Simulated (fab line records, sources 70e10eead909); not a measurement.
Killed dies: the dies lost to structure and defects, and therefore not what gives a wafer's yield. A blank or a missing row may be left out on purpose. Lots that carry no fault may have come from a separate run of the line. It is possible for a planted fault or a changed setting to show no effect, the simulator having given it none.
Chamber matching	flow nand_harc	NHARC_A_CONTACT_ETCH_31 on rie_diel-04: 4 sister chambers
The step etches the open film in O2/COS, target depth 2000 nm, time 520 s. 14 wafers are shown with their chamber, then 7 later ones without.

== WAFERS, EACH WITH ITS CHAMBER ==
wafer	chamber	showerhead_plenum_p_Torr (Torr)	drypump_motor_current_A (A)	rf_vpp_V (V)
L673.1	0	3.18	5.9	315.0
L673.5	2	3.08	5.8	314.0
L673.6	3	2.97	5.1	312.4
L675.1	1	3.31	5.5	316.7
L675.4	0	3.18	5.9	314.0
L675.6	2	3.08	5.8	314.5
L674.1	2	3.08	5.9	312.5
L674.4	1	3.31	5.5	317.0
L674.6	1	3.31	5.5	316.1
L677.1	2	3.07	5.9	313.7
L677.3	0	3.17	5.8	314.6
L677.4	1	3.31	5.5	317.0
L690.3	1	3.30	5.5	315.1
L690.4	3	2.96	5.1	311.8

SIGNATURES (means of the wafers above)
reading	chamber 0	chamber 1	chamber 2	chamber 3	scatter within a chamber
showerhead_plenum_p_Torr	3.1767	3.3080	3.0775	2.9650	0.00521
drypump_motor_current_A	5.867	5.500	5.850	5.100	0.0408
rf_vpp_V	314.533	316.380	313.675	312.100	0.738
Rule: a wafer's distance from a chamber is the root of the sum, over the readings, of the square of ((its reading less the chamber's mean) divided by the reading's scatter). If the next closest chamber is less than 2 further off than the closest, the wafer can't be placed; otherwise it belongs to the closest. How the scatter is found: for the shown wafers, subtract from each reading the mean of its chamber, square and add these, divide the total by (wafers less chambers), then take the root.

== WAFERS MISSING THEIR CHAMBER ==
wafer	showerhead_plenum_p_Torr (Torr)	drypump_motor_current_A (A)	rf_vpp_V (V)
L690.6	2.96	5.1	312.4
L689.1	3.07	5.9	313.3
L689.2	3.17	5.8	314.8
L689.3	3.30	5.4	317.2
L691.1	3.17	5.9	314.7
L691.2	3.07	5.8	313.6
L691.6	3.07	5.8	313.8

== EACH ONE'S CHAMBER ==
wafer	from the rows above	in truth
L690.6	3	3
L689.1	2	2
L689.2	0	0
L689.3	1	1
L691.1	0	0
L691.2	2	2
L691.6	2	2
Correct placement for 7 of the 7. From these rows, 0 cannot be placed. Number placed wrongly: 0.
